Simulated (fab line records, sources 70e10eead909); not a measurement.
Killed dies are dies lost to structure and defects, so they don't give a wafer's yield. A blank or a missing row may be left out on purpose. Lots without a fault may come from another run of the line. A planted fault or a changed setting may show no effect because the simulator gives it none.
A struck lot beside a sound one | flow nand_harc | 15 steps out of a route of 1159
Sound: wafers L593.2, L593.4, L593.6. Struck: wafers L604.3, L604.4, L604.5. The cause comes at the end.
At each step with rows: each side's tool, then ch and its chambers, then its first start. Under that, the readings that differ: sound wafers | struck wafers | difference of the means | sigmas: that difference in standard deviations of wafers without a fault.
alike: readings whose means differ by less than 2 such deviations, and words and numbers that are the same on both sides. not compared: withheld readings, readings that some wafer has no value for, bounds like >300 that may hide the same value, and numbers for which the record gives no deviation and whose values overlap.
The two part at a step that has a row with sigmas, a row that says differs or no value, or rows on one side only. Numbers that don't overlap but have no deviation are shown without sigmas and don't part them. A reading that every wafer of one side lacks parts them only if that side has two wafers or more.

first, 3 steps without rows for these wafers: NHARC_A_SLIT_EXPOSE_06 (exposes mask SLIT); NHARC_A_SLIT_PEB_07 (peb time 65 s); NHARC_A_SLIT_DEVELOP_08 (develop time 35 s).
NHARC_A_SLIT_CD_MEAS_09: target cd 300 nm.
  sound on cd_sem-03 ch 0, day 16 06:55; struck on cd_sem-02 ch 0, day 18 23:44
  alike: cd_nm
NHARC_A_SLIT_OVL_MEAS_10:
  sound on overlay-01, day 16 07:00; struck on overlay-01, day 18 23:49
  alike: overlay_x_nm, overlay_y_nm
NHARC_A_SLIT_INSPECT_11:
  sound on defect_inspect-01, day 16 07:02; struck on defect_inspect-02, day 18 23:52
  alike: raw_defect_count
NHARC_A_SLIT_DESCUM_14: chemistry O2, time 3 s.
  sound on rie_diel-10 ch 0,1, day 16 07:06; struck on rie_diel-11 ch 1,2, day 18 23:56
  alike: drypump_motor_current_A, oes_product_au, rf_vpp_V, showerhead_plenum_p_Torr, throttle_valve_pct
  not compared: rf_hours_counter_h
NHARC_A_SLIT_ETCH_24: etches the open film in CF4/CHF3, target depth 121 nm, time 60.5 s.
  sound on rie_diel-10 ch 0,1,3, day 16 07:12; struck on rie_diel-11 ch 1,2, day 19 00:00
  alike: bias_w, cf4_flow_sccm, drypump_motor_current_A, oes_product_au, rf_vpp_V, showerhead_plenum_p_Torr, throttle_valve_pct
  not compared: rf_hours_counter_h
NHARC_A_SLIT_ETCH_15: etches the open film in O2/COS, target depth 3200 nm, time 832 s.
  sound on rie_diel-10 ch 0,2; struck on rie_diel-11 ch 0,1,3
  alike: bias_w, chamber_pressure_mTorr, drypump_motor_current_A, oes_product_au, rf_vpp_V, showerhead_plenum_p_Torr, throttle_valve_pct
  not compared: rf_hours_counter_h
then, 1 step without rows for these wafers: NHARC_A_SLIT_ETCH_17 (etches the open film in C4F8/O2/Ar, time 1687.5 s, target depth 10100 nm).
NHARC_A_SLIT_ETCH_26: etches the open film in C4F8/O2/Ar, time 90 s, target depth 400 nm.
  sound on har_etch-02 ch 0,1, day 16 09:26; struck on har_etch-01 ch 0,1, day 19 04:55
  reading    | sound       | struck      | difference | sigmas
  bias_v (V) | 405 402 403 | 389 398 397 | -9         | -2
  alike: c4f8_flow_sccm, drypump_motor_current_A, showerhead_plenum_p_Torr, throttle_valve_pct
  not compared: rf_hours_counter_h
then, 1 step without rows for these wafers: NHARC_A_SLIT_STRIP_28 (strips in O2/COS).
NHARC_A_SLIT_ETCH_29: etches the open film in CF4/O2, target depth 100 nm, overetch 10 nm, time 55 s.
  sound on rie_diel-10 ch 1,3, day 16 10:02; struck on rie_diel-10 ch 1,2,3, day 19 05:28
  no value came back on the struck wafers for any of 7 readings (bias_w (W), cf4_flow_sccm (sccm) and others); on the sound wafers bias_w (W) reads 99.6 99.8 100.4
  not compared: rf_hours_counter_h
NHARC_A_SLIT_STRIP_18: strips in O2.
  sound on rie_diel-10 ch 0,1,2; struck on rie_diel-10 ch 1,2,3, day 19 05:33
  alike: drypump_motor_current_A, oes_product_au, rf_vpp_V, showerhead_plenum_p_Torr, throttle_valve_pct
  not compared: rf_hours_counter_h
-- the record jumps here: 5 days lie between the struck wafers' starts before and after (it left off in module A_SLIT and takes up again in module END, whose first step shown is number 1159 of the route) --
NHARC_END_SORT_01:
  the record has rows for the struck wafers here (prober-01 ch 0, day 24 06:05) and none for the sound ones

WHERE THEY PART
First at NHARC_A_SLIT_ETCH_26; last, within this record, at NHARC_END_SORT_01.

WHY: what the simulator had put in
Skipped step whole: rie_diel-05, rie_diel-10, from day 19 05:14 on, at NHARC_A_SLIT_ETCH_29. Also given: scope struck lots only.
